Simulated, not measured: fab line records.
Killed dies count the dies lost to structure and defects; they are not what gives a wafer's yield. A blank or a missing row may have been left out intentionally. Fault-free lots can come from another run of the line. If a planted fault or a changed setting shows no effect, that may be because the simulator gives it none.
Chamber matching / flow n5Finfet / N5_BEOL_M11_ETCH_62 on rieDiel-04: 4 sister chambers
The step etches SOC in N2/H2, target depth 110 nm, overetch 22 nm, time 165 s. 20 wafers are shown with their chamber, then 10 later ones without.

WAFERS WITH THEIR CHAMBER
wafer=L076.1; chamber=3; drypumpMotorCurrentA (A)=5.7; showerheadPlenumPTorr (Torr)=2.61; throttleValvePct (%)=17.99
wafer=L076.3; chamber=0; drypumpMotorCurrentA (A)=5.9; showerheadPlenumPTorr (Torr)=2.53; throttleValvePct (%)=17.64
wafer=L076.6; chamber=3; drypumpMotorCurrentA (A)=5.7; showerheadPlenumPTorr (Torr)=2.60; throttleValvePct (%)=18.00
wafer=L078.2; chamber=0; drypumpMotorCurrentA (A)=5.9; showerheadPlenumPTorr (Torr)=2.53; throttleValvePct (%)=17.63
wafer=L078.4; chamber=2; drypumpMotorCurrentA (A)=6.4; showerheadPlenumPTorr (Torr)=2.59; throttleValvePct (%)=18.04
wafer=L078.5; chamber=3; drypumpMotorCurrentA (A)=5.7; showerheadPlenumPTorr (Torr)=2.60; throttleValvePct (%)=18.00
wafer=L083.1; chamber=3; drypumpMotorCurrentA (A)=5.7; showerheadPlenumPTorr (Torr)=2.60; throttleValvePct (%)=18.03
wafer=L083.5; chamber=0; drypumpMotorCurrentA (A)=5.9; showerheadPlenumPTorr (Torr)=2.52; throttleValvePct (%)=17.64
wafer=L083.6; chamber=1; drypumpMotorCurrentA (A)=5.4; showerheadPlenumPTorr (Torr)=2.48; throttleValvePct (%)=17.73
wafer=L081.1; chamber=0; drypumpMotorCurrentA (A)=5.9; showerheadPlenumPTorr (Torr)=2.52; throttleValvePct (%)=17.64
wafer=L081.4; chamber=3; drypumpMotorCurrentA (A)=5.7; showerheadPlenumPTorr (Torr)=2.60; throttleValvePct (%)=18.01
wafer=L081.5; chamber=1; drypumpMotorCurrentA (A)=5.3; showerheadPlenumPTorr (Torr)=2.48; throttleValvePct (%)=17.72
wafer=L084.2; chamber=0; drypumpMotorCurrentA (A)=5.9; showerheadPlenumPTorr (Torr)=2.52; throttleValvePct (%)=17.66
wafer=L084.3; chamber=3; drypumpMotorCurrentA (A)=5.7; showerheadPlenumPTorr (Torr)=2.60; throttleValvePct (%)=18.02
wafer=L084.5; chamber=0; drypumpMotorCurrentA (A)=5.9; showerheadPlenumPTorr (Torr)=2.52; throttleValvePct (%)=17.63
wafer=L085.3; chamber=3; drypumpMotorCurrentA (A)=5.7; showerheadPlenumPTorr (Torr)=2.60; throttleValvePct (%)=18.05
wafer=L085.5; chamber=3; drypumpMotorCurrentA (A)=5.7; showerheadPlenumPTorr (Torr)=2.60; throttleValvePct (%)=18.02
wafer=L085.6; chamber=2; drypumpMotorCurrentA (A)=6.4; showerheadPlenumPTorr (Torr)=2.58; throttleValvePct (%)=18.07
wafer=L087.2; chamber=3; drypumpMotorCurrentA (A)=5.7; showerheadPlenumPTorr (Torr)=2.60; throttleValvePct (%)=18.04
wafer=L087.3; chamber=2; drypumpMotorCurrentA (A)=6.4; showerheadPlenumPTorr (Torr)=2.58; throttleValvePct (%)=18.10

SIGNATURES (averages over the wafers above)
reading=drypumpMotorCurrentA; chamber 0=5.900; chamber 1=5.350; chamber 2=6.400; chamber 3=5.700; scatter within a chamber=0.0177
reading=showerheadPlenumPTorr; chamber 0=2.5233; chamber 1=2.4800; chamber 2=2.5833; chamber 3=2.6011; scatter within a chamber=0.00425
reading=throttleValvePct; chamber 0=17.6400; chamber 1=17.7250; chamber 2=18.0700; chamber 3=18.0178; scatter within a chamber=0.0187
Rule: a wafer's distance from a chamber is the root of the sum, over the readings, of the square of ((its reading less the chamber's mean) divided by the reading's scatter). If the next closest chamber is less than 2 further off than the closest, the wafer can't be placed; otherwise it belongs to the closest. The scatter: take each reading less its chamber's mean, square it, sum over the shown wafers, divide by the number of wafers less the number of chambers, and take the root.

WAFERS WHOSE CHAMBER IS MISSING
wafer=L087.5; drypumpMotorCurrentA (A)=6.4; showerheadPlenumPTorr (Torr)=2.58; throttleValvePct (%)=18.09
wafer=L088.1; drypumpMotorCurrentA (A)=6.3; showerheadPlenumPTorr (Torr)=2.58; throttleValvePct (%)=18.08
wafer=L088.4; drypumpMotorCurrentA (A)=5.9; showerheadPlenumPTorr (Torr)=2.52; throttleValvePct (%)=17.68
wafer=L088.5; drypumpMotorCurrentA (A)=5.4; showerheadPlenumPTorr (Torr)=2.47; throttleValvePct (%)=17.72
wafer=L090.1; drypumpMotorCurrentA (A)=5.7; showerheadPlenumPTorr (Torr)=2.59; throttleValvePct (%)=18.04
wafer=L090.3; drypumpMotorCurrentA (A)=5.4; showerheadPlenumPTorr (Torr)=2.47; throttleValvePct (%)=17.74
wafer=L090.5; drypumpMotorCurrentA (A)=5.7; showerheadPlenumPTorr (Torr)=2.59; throttleValvePct (%)=18.06
wafer=L094.1; drypumpMotorCurrentA (A)=6.4; showerheadPlenumPTorr (Torr)=2.57; throttleValvePct (%)=18.13
wafer=L094.5; drypumpMotorCurrentA (A)=6.4; showerheadPlenumPTorr (Torr)=2.57; throttleValvePct (%)=18.11
wafer=L094.6; drypumpMotorCurrentA (A)=5.7; showerheadPlenumPTorr (Torr)=2.59; throttleValvePct (%)=18.07

WHICH CHAMBER EACH WENT THROUGH
wafer=L087.5; from the rows above=2; in truth=2
wafer=L088.1; from the rows above=2; in truth=2
wafer=L088.4; from the rows above=0; in truth=0
wafer=L088.5; from the rows above=1; in truth=1
wafer=L090.1; from the rows above=3; in truth=3
wafer=L090.3; from the rows above=1; in truth=1
wafer=L090.5; from the rows above=3; in truth=3
wafer=L094.1; from the rows above=2; in truth=2
wafer=L094.5; from the rows above=2; in truth=2
wafer=L094.6; from the rows above=3; in truth=3
10 of 10 placed correctly. Not placeable from these rows: 0. 0 placed wrongly.
